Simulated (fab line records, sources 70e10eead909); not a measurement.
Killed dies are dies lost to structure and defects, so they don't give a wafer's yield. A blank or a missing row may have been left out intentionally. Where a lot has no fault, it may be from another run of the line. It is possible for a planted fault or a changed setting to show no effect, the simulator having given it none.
Chamber matching + flow nand-harc + 4 sister chambers for NHARC_P_CONTACT_CMP_01 on cmp-02
The step polishes SiO2, target thk 200 nm. 14 wafers are shown with their chamber, then 7 later ones without.

## EACH WAFER AND ITS CHAMBER
| wafer  | chamber | slurry-filter-dp-kPa (kPa) | motor-current-A (A) | edge-zone-pressure-frac |
|--------|---------|----------------------------|---------------------|-------------------------|
| L075.1 | 0       | 13.28                      | 12.3                | 1.002                   |
| L075.3 | 1       | 13.56                      | 11.8                | 0.991                   |
| L075.5 | 2       | 13.48                      | 12.2                | 1.008                   |
| L077.1 | 0       | 13.38                      | 12.3                | 1.002                   |
| L077.2 | 1       | 13.44                      | 11.6                | 1.002                   |
| L077.5 | 3       | 13.55                      | 12.7                | 1.006                   |
| L080.4 | 0       | 13.46                      | 12.4                | 0.995                   |
| L080.5 | 2       | 13.69                      | 11.8                | 0.998                   |
| L080.6 | 1       | 13.51                      | 11.7                | 0.998                   |
| L092.1 | 1       | 13.63                      | 12.2                | 1.001                   |
| L092.2 | 0       | 13.36                      | 12.7                | 1.003                   |
| L092.4 | 3       | 13.59                      | 11.7                | 0.995                   |
| L093.4 | 3       | 13.48                      | 12.7                | 1.010                   |
| L093.5 | 1       | 13.51                      | 12.0                | 0.998                   |

SIGNATURES (means of the wafers above)
| reading                 | chamber 0 | chamber 1 | chamber 2 | chamber 3 | scatter within a chamber |
|-------------------------|-----------|-----------|-----------|-----------|--------------------------|
| slurry-filter-dp-kPa    | 13.3700   | 13.5300   | 13.5850   | 13.5400   | 0.0803                   |
| motor-current-A         | 12.425    | 11.860    | 12.000    | 12.367    | 0.33                     |
| edge-zone-pressure-frac | 1.00050   | 0.99800   | 1.00300   | 1.00367   | 0.00534                  |
Rule: for each reading, subtract the chamber's mean from the wafer's reading, divide by that reading's scatter and square the result; add these up over the readings and take the root, which gives the wafer's distance from the chamber. If the next closest chamber is less than 2 further off than the closest, the wafer can't be placed; otherwise it belongs to the closest. The scatter is the square root of a quotient: the sum, over the shown wafers, of each reading's squared deviation from its chamber's mean, divided by wafers minus chambers.

## WAFERS WITHOUT THEIR CHAMBER
| wafer  | slurry-filter-dp-kPa (kPa) | motor-current-A (A) | edge-zone-pressure-frac |
|--------|----------------------------|---------------------|-------------------------|
| L093.6 | 13.54                      | 11.8                | 0.997                   |
| L094.2 | 13.33                      | 11.6                | 0.997                   |
| L094.5 | 13.68                      | 12.5                | 1.002                   |
| L094.6 | 13.75                      | 12.0                | 1.002                   |
| L096.1 | 13.64                      | 12.2                | 0.997                   |
| L096.2 | 13.58                      | 11.5                | 1.001                   |
| L096.5 | 13.58                      | 11.9                | 0.998                   |

## THE CHAMBER EACH PASSED THROUGH
| wafer  | from the rows above               | in truth |
|--------|-----------------------------------|----------|
| L093.6 | can't be placed: 1 or 2 or 3      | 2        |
| L094.2 | can't be placed: 1 or 0 or 2 or 3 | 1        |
| L094.5 | can't be placed: 3 or 2 or 1      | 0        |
| L094.6 | can't be placed: 2 or 3 or 1      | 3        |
| L096.1 | can't be placed: 2 or 1 or 3      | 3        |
| L096.2 | can't be placed: 1 or 2 or 3      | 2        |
| L096.5 | can't be placed: 1 or 2 or 3      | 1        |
0 of 7 placed correctly. Unplaceable from these rows: 7, with the true chamber sitting among the candidates in 6. Number placed wrongly: 0.
